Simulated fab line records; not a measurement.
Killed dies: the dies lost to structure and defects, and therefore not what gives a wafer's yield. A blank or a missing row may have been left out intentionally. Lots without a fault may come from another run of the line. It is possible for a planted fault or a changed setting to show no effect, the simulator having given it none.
fab line records ; flow n5Finfet
[record] lots = 9; wafers = 27; lastDay = 19
route steps=1938 shown BEOL_M15@1787
lots that met no fault: from a run of the same line without faults
startH: hours from the record's first day to the start of the lot's first wafer shown ; waitH: how many hours have passed since the lot's step before this one ; " as in the row above ; L1.1+2: a row that stands for several wafers ; - no value, or no start was given ; * or withheld: withheld ; < > ~ a bound
route shown NAME@n: a module of which the file shows steps, and the number in the route of the first ; usual: mean and standard deviation over wafers with no fault ; same: alike in all rows ; chamber/n: place in a boat ; sites: the reading at each site ; _std_site: their standard deviation ; _edge_site: inner sites' mean taken away from outer sites' mean ; radiusMm: for every site, how far away it sits from the centre of the wafer ; mask NAME#n: copy n ; behind: the most recent tool/chamber to have shaped the wafer ; hold: why the lot went on hold/how many hours it stayed there/how the hold came to an end ; device: which transistor (n, p or np) failed to switch ; end of line: the route-end tests of the same wafers ; a step without rows: its recipe alone ; killed: at the first sort, the dies lost to defects and structure; wafer yield is something else ; map: per-die view of a wafer (x killed, . not killed, _ where there is no die)
set.NAME: the setting the step ran with; set.NAME@STEP: the setting that earlier step ran with ; model.NAME: the simulator's own value behind a step, which no gauge read
a sample of lots followed through the steps of the route, with each step as a table and each wafer as a row
services: the hour from which a tool's chamber was out of use, counted from the record's first day as startH (under 0 if before that day), plus the number of hours and why
[[steps]]
[step N5_BEOL_M15_ETCH_59]
[recipe] chemistry = N2/H2; target = BARC; targetDepthA = 890; overetchA = 267; timeS = 67.9; ionEnergyEv = 200; pressureMtorr = 30; sourceW = 840; biasW = 150; n2FlowSccm = 200; h2FlowSccm = 200
[usual] drypumpMotorCurrentA = 5.6/0.31; n2FlowSccm = 200.0/0.64; oesProductAu = 0.65/0.076; rfVppV = 524.2/2.3; showerheadPlenumPTorr = 2.56/0.078; throttleValvePct = 18.14/0.19
lot.wafer;tool;chamber;startH;waitH;drypumpMotorCurrentA;n2FlowSccm;oesProductAu;rfHoursCounterH;rfVppV;showerheadPlenumPTorr;throttleValvePct
L564.2;rieDiel-03;0;280.51;0.0;5.4;200.2;0.62;202;524.0;2.53;18.18
L564.3;rieDiel-03;1;280.51;0.0;6.0;199.3;0.75;24;528.7;2.70;18.03
L564.5;rieDiel-03;2;280.51;0.0;5.3;200.2;0.62;-;523.3;2.52;18.09
L566.3;rieDiel-02;2;302.85;0.0;5.6;198.9;0.60;227;523.5;2.51;18.26
L566.5;rieDiel-02;2;302.85;0.0;5.6;199.1;0.60;-;522.4;2.51;18.24
L566.6;rieDiel-02;3;302.85;0.0;5.0;199.6;0.76;-;526.9;2.69;17.91
L568.2;rieDiel-03;3;313.74;0.0;5.5;200.8;0.61;233;524.1;2.50;18.33
L568.4;rieDiel-03;1;313.74;0.0;5.9;199.7;0.74;34;529.7;2.70;18.03
L568.6;rieDiel-03;2;313.74;0.0;5.3;200.1;0.62;-;522.5;2.51;18.11
L569.1;rieDiel-01;1;330.66;0.0;6.1;199.3;0.61;230;521.8;2.51;18.32
L569.2;rieDiel-01;2;330.66;0.0;5.5;200.1;0.61;214;526.3;2.63;18.31
L569.6;rieDiel-01;2;330.66;0.0;5.5;201.0;0.60;-;525.7;2.63;18.32
L579.2;rieDiel-03;0;394.04;0.0;5.4;199.5;0.60;231;521.8;2.52;18.24
L579.3;rieDiel-03;1;394.04;0.0;6.0;200.0;0.71;54;527.9;2.69;18.06
L579.4;rieDiel-03;0;394.04;0.0;5.4;200.5;0.60;-;524.1;2.52;18.24
L582.1;rieDiel-01;2;402.64;0.0;5.5;200.1;0.59;244;525.2;2.61;18.38
L582.2;rieDiel-01;3;402.64;0.0;6.4;200.6;0.60;230;519.0;2.41;18.16
L582.4;rieDiel-01;1;402.64;0.0;6.1;199.7;0.84;-;522.0;2.50;17.98
L581.4;rieDiel-02;3;413.63;0.0;5.0;199.5;0.72;-;527.4;2.67;17.97
L581.5;rieDiel-02;3;413.63;0.0;5.0;200.6;0.71;-;528.6;2.67;17.97
L581.6;rieDiel-02;2;413.63;0.0;5.6;199.4;0.80;-;523.7;2.50;17.84
L585.3;rieDiel-03;0;433.27;0.0;5.4;200.8;0.59;245;524.1;2.52;18.25
L585.5;rieDiel-03;3;433.27;0.0;5.5;200.5;0.82;-;522.3;2.49;17.88
L585.6;rieDiel-03;2;433.27;0.0;5.3;199.1;0.60;-;522.7;2.50;18.16
L586.1;rieDiel-01;3;433.35;0.0;6.4;200.4;0.59;243;520.4;2.41;18.19
L586.5;rieDiel-01;0;433.35;0.0;5.7;200.5;0.80;-;522.7;2.51;17.87
L586.6;rieDiel-01;1;433.35;0.0;6.0;200.1;0.80;-;522.7;2.50;18.02
[step N5_BEOL_M15_ETCH_57]
[recipe] chemistry = N2/H2; target = SOC; sourceW = 3000; biasW = 350; timeS = 750; ionEnergyEv = 200; pressureMtorr = 30; n2FlowSccm = 200; h2FlowSccm = 200
[usual] drypumpMotorCurrentA = 5.7/0.34; n2FlowSccm = 200.0/0.61; oesProductAu = 0.77/0.097; rfVppV = 524.0/2.5; showerheadPlenumPTorr = 2.55/0.081; throttleValvePct = 17.98/0.23
lot.wafer;tool;chamber;startH;waitH;drypumpMotorCurrentA;n2FlowSccm;oesProductAu;rfHoursCounterH;rfVppV;showerheadPlenumPTorr;throttleValvePct
L564.2;rieDiel-01;3;281.08;-;6.5;199.1;0.71;212;521.1;2.42;18.03
L564.3;rieDiel-01;1;281.08;-;6.1;199.2;0.72;211;522.2;2.52;18.20
L564.5;rieDiel-01;2;281.08;-;5.5;199.9;0.71;-;526.7;2.64;18.18
L566.3;rieDiel-02;3;303.42;-;5.1;199.6;0.88;50;528.4;2.69;17.80
L566.5;rieDiel-02;0;303.42;-;5.8;199.8;0.82;-;520.8;2.48;17.49
L566.6;rieDiel-02;3;303.42;-;5.0;200.6;0.90;-;528.2;2.69;17.79
L568.2;rieDiel-01;1;314.30;-;6.1;199.9;0.71;224;524.2;2.52;18.22
L568.4;rieDiel-01;2;314.30;-;5.5;200.3;0.71;-;526.2;2.63;18.20
L568.6;rieDiel-01;0;314.30;-;5.8;200.0;0.68;-;522.4;2.52;18.17
L569.1;rieDiel-01;2;331.42;-;5.5;201.1;0.69;214;527.3;2.63;18.21
L569.2;rieDiel-01;0;331.42;-;5.7;199.7;0.68;236;523.3;2.52;18.16
L569.6;rieDiel-01;2;331.42;-;5.5;201.1;0.70;-;524.4;2.63;18.21
L579.2;rieDiel-02;0;394.60;-;5.8;199.8;0.79;115;520.7;2.47;17.54
L579.3;rieDiel-02;3;394.60;-;5.0;199.7;0.85;81;527.0;2.68;17.85
L579.4;rieDiel-02;1;394.60;-;5.6;199.5;0.69;247;525.1;2.61;18.16
L582.1;rieDiel-01;1;403.21;-;6.0;200.7;1.01;3;521.4;2.50;17.88
L582.2;rieDiel-01;3;403.21;-;6.4;201.1;0.70;230;520.9;2.41;18.04
L582.4;rieDiel-01;2;403.21;-;5.5;199.9;0.68;-;525.9;2.61;18.28
L581.4;rieDiel-02;2;414.79;-;5.7;199.7;0.96;-;522.3;2.50;17.71
L581.5;rieDiel-02;0;414.79;-;5.8;199.1;0.78;-;522.1;2.46;17.56
L581.6;rieDiel-02;3;414.79;-;5.0;200.3;0.85;-;529.1;2.67;17.85
L585.3;rieDiel-01;1;433.83;-;6.1;200.3;0.94;17;523.1;2.50;17.89
L585.5;rieDiel-01;1;433.83;-;6.1;199.9;0.95;-;523.9;2.50;17.89
L585.6;rieDiel-01;0;433.83;-;5.7;199.6;0.95;-;522.1;2.51;17.77
L586.1;rieDiel-03;0;433.91;-;5.4;200.1;0.68;246;523.0;2.52;18.16
L586.5;rieDiel-03;3;433.91;-;5.5;200.6;0.96;-;523.2;2.49;17.78
L586.6;rieDiel-03;2;433.91;-;5.4;198.9;0.70;-;521.9;2.50;18.07
[step N5_BEOL_M15_DESCUM_33]
[recipe] chemistry = O2; timeS = 7.9; sourcePowerW = 50; biasPowerW = 20; pressureMtorr = 20; rfFrequencyHz = 2.712e+07; tempC = 40; o2FlowSccm = 225
[usual] drypumpMotorCurrentA = 5.6/0.34; oesProductAu = 0.79/0.098; rfVppV = 243.2/1.4; showerheadPlenumPTorr = 2.11/0.078; throttleValvePct = 20.59/0.24
lot.wafer;tool;chamber;startH;waitH;drypumpMotorCurrentA;oesProductAu;rfHoursCounterH;rfVppV;showerheadPlenumPTorr;throttleValvePct
L564.2;rieDiel-03;1;282.08;0.0;6.0;0.89;24;245.1;2.22;20.49
L564.3;rieDiel-03;3;282.08;0.0;5.5;0.72;223;244.1;2.09;20.98
L564.5;rieDiel-03;0;282.08;0.0;5.4;0.73;-;243.2;2.09;20.62
L566.3;rieDiel-02;3;304.40;0.0;5.0;0.90;51;246.5;2.24;20.67
L566.5;rieDiel-02;0;304.40;0.0;5.8;0.82;-;241.5;2.04;20.13
L566.6;rieDiel-02;3;304.40;0.0;5.0;0.90;-;245.4;2.24;20.65
L568.2;rieDiel-02;1;315.30;0.0;5.6;0.70;221;243.6;2.16;20.75
L568.4;rieDiel-02;3;315.30;0.0;5.0;0.90;54;244.8;2.24;20.67
L568.6;rieDiel-02;3;315.30;0.0;5.0;0.89;-;244.8;2.24;20.66
L569.1;rieDiel-02;0;333.93;1.6;5.8;0.82;93;240.5;2.04;20.12
L569.2;rieDiel-02;1;333.93;1.6;5.6;0.70;228;244.0;2.16;20.76
L569.6;rieDiel-02;2;333.93;1.6;5.7;0.68;-;243.7;2.04;20.68
L579.2;rieDiel-02;3;395.59;0.0;5.1;0.85;82;245.1;2.23;20.70
L579.3;rieDiel-02;2;395.59;0.0;5.7;0.97;3;242.9;2.03;20.26
L579.4;rieDiel-02;0;395.59;0.0;5.8;0.78;115;242.3;2.03;20.16
L582.1;rieDiel-03;0;404.07;0.0;5.4;0.70;234;242.6;2.08;20.67
L582.2;rieDiel-03;2;404.07;0.0;5.3;0.71;203;242.0;2.07;20.85
L582.4;rieDiel-03;2;404.07;0.0;5.3;0.71;-;242.6;2.07;20.85
L581.4;rieDiel-01;0;415.59;0.1;5.8;0.99;-;242.6;2.08;20.51
L581.5;rieDiel-01;3;415.59;0.1;6.4;0.70;-;240.8;1.97;20.52
L581.6;rieDiel-01;1;415.59;0.1;6.1;0.97;-;242.6;2.05;20.48
L585.3;rieDiel-01;2;434.82;0.0;5.5;1.02;0;244.2;2.13;20.55
L585.5;rieDiel-01;0;434.82;0.0;5.7;0.95;-;242.8;2.07;20.53
L585.6;rieDiel-01;1;434.82;0.0;6.0;0.94;-;242.1;2.05;20.49
L586.1;rieDiel-03;2;434.98;0.0;5.3;0.70;215;244.5;2.07;20.89
L586.5;rieDiel-03;0;434.98;0.0;5.4;0.68;-;243.1;2.08;20.72
L586.6;rieDiel-03;3;434.98;0.0;5.5;0.97;-;242.5;2.08;20.60
[step N5_BEOL_M15_STRIP_37]
[recipe] chemistry = O2; powerW = 600; tempC = 60; pressureMtorr = 30; rfFrequencyHz = 6e+07; biasPowerW = 0; overashFraction = 0.3; o2FlowSccm = 225
[usual] chamberPressureMTorr = 30.00/0.035; drypumpMotorCurrentA = 5.6/0.32; oesProductAu = 0.77/0.086; rfVppV = 3.6/0.68; showerheadPlenumPTorr = 2.11/0.07; throttleValvePct = 16.89/0.23
[same] overashFraction = 0.3
lot.wafer;tool;chamber;startH;waitH;chamberPressureMTorr;drypumpMotorCurrentA;oesProductAu;rfHoursCounterH;rfVppV;showerheadPlenumPTorr;throttleValvePct
L564.2;rieDiel-03;0;285.10;-;29.91;5.4;0.73;204;2.9;2.10;16.88
L564.3;rieDiel-03;1;285.10;-;29.99;5.9;0.88;26;3.8;2.22;16.72
L564.5;rieDiel-03;3;285.10;-;29.99;5.5;0.71;-;2.3;2.09;17.22
L566.3;rieDiel-03;2;305.25;-;30.01;5.4;0.73;179;3.8;2.09;17.08
L566.5;rieDiel-03;1;305.25;-;29.94;5.9;0.89;-;2.6;2.22;16.69
L566.6;rieDiel-03;0;305.25;-;29.99;5.4;0.71;-;4.1;2.09;16.89
L568.2;rieDiel-03;2;316.18;-;29.95;5.3;0.73;182;3.5;2.09;17.07
L568.4;rieDiel-03;0;316.18;-;21.00;5.4;0.72;213;2.9;2.09;16.90
L568.6;rieDiel-03;2;316.18;-;29.96;5.3;0.72;-;3.8;2.09;17.07
L569.1;rieDiel-01;2;336.99;-;29.99;5.5;0.69;216;4.1;2.15;17.11
L569.2;rieDiel-01;1;336.99;-;30.04;6.0;0.71;232;4.5;2.07;17.00
L569.6;rieDiel-01;0;336.99;-;30.01;5.7;0.68;-;3.3;2.09;17.11
L579.2;rieDiel-03;1;396.65;-;29.95;6.0;0.84;55;4.6;2.21;16.74
L579.3;rieDiel-03;2;396.65;-;30.06;5.3;0.73;201;3.4;2.08;17.10
L579.4;rieDiel-03;0;396.65;-;29.93;5.4;0.70;-;3.1;2.09;16.94
L582.1;rieDiel-03;0;406.40;-;29.99;5.4;0.71;235;3.6;2.09;16.92
L582.2;rieDiel-03;1;406.40;-;29.98;5.9;0.84;57;4.1;2.21;16.74
L582.4;rieDiel-03;0;406.40;-;29.97;5.4;0.70;-;3.4;2.08;16.95
L581.4;rieDiel-02;0;416.08;-;30.00;5.8;0.78;-;3.0;2.03;16.46
L581.5;rieDiel-02;3;416.08;-;30.00;5.0;0.84;-;5.0;2.23;16.93
L581.6;rieDiel-02;2;416.08;-;29.93;5.7;0.96;-;4.4;2.03;16.50
L585.3;rieDiel-02;2;441.90;-;30.04;5.6;0.91;18;3.0;2.03;16.51
L585.5;rieDiel-02;3;441.90;-;29.98;5.0;0.84;-;3.3;2.22;16.94
L585.6;rieDiel-02;2;441.90;-;30.01;5.6;0.92;-;4.7;2.03;16.51
L586.1;rieDiel-03;1;442.27;-;29.97;5.9;0.84;70;3.0;2.20;16.79
L586.5;rieDiel-03;0;442.27;-;30.00;5.4;0.70;-;4.4;2.08;16.96
L586.6;rieDiel-03;3;442.27;-;30.03;5.5;0.97;-;4.2;2.08;16.76
[[services]]
tool;chamber;startH;hours;kind
rieDiel-03;0;260.05;1.3;repair
rieDiel-03;-;329.81;14.6;pm
rieDiel-01;-;333.19;2.8;pm
rieDiel-02;2;368.90;-;clean
rieDiel-02;2;368.90;-;consumableReplace:focusRing
rieDiel-02;2;368.90;14.5;scheduledDown
rieDiel-02;2;368.90;14.5;ventCycle
rieDiel-01;1;381.97;-;clean
rieDiel-01;1;381.97;-;consumableReplace:focusRing
rieDiel-01;1;381.97;14.6;scheduledDown
rieDiel-01;1;381.97;14.6;ventCycle
rieDiel-03;3;389.85;-;clean
rieDiel-03;3;389.85;-;consumableReplace:focusRing
rieDiel-03;3;389.85;28.8;scheduledDown
rieDiel-03;3;389.85;28.8;ventCycle
rieDiel-01;0;396.67;-;clean
rieDiel-01;0;396.67;-;consumableReplace:focusRing
rieDiel-01;0;396.67;15.8;scheduledDown
rieDiel-01;0;396.67;15.8;ventCycle
rieDiel-02;2;402.51;9.0;repair
rieDiel-02;1;411.61;-;clean
rieDiel-02;1;411.61;-;consumableReplace:focusRing
rieDiel-02;1;411.61;17.0;scheduledDown
rieDiel-02;0;411.74;1.9;repair
[[key]]
[firstSign] step = N5_BEOL_M15_STRIP_37; reading = chamberPressureMTorr; direction = down; sigmas = 99+; usual = *; struck = *
effect none on later readings
metAt N5_BEOL_M15_STRIP_37
struckLots L568
struckWafers L568.4
notActingAt N5_BEOL_M15_ETCH_59,N5_BEOL_M15_ETCH_57,N5_BEOL_M15_DESCUM_33
onsetBetween 305.25 316.18
[fault] kind = processParameterDrift; tool = rieDiel-03; chamber = 0; onsetH = 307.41; steps = N5_BEOL_M15_STRIP_37; channel = pressureMtorr; offset = *; shape = step; endH = 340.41; actsIn = *; stated = *
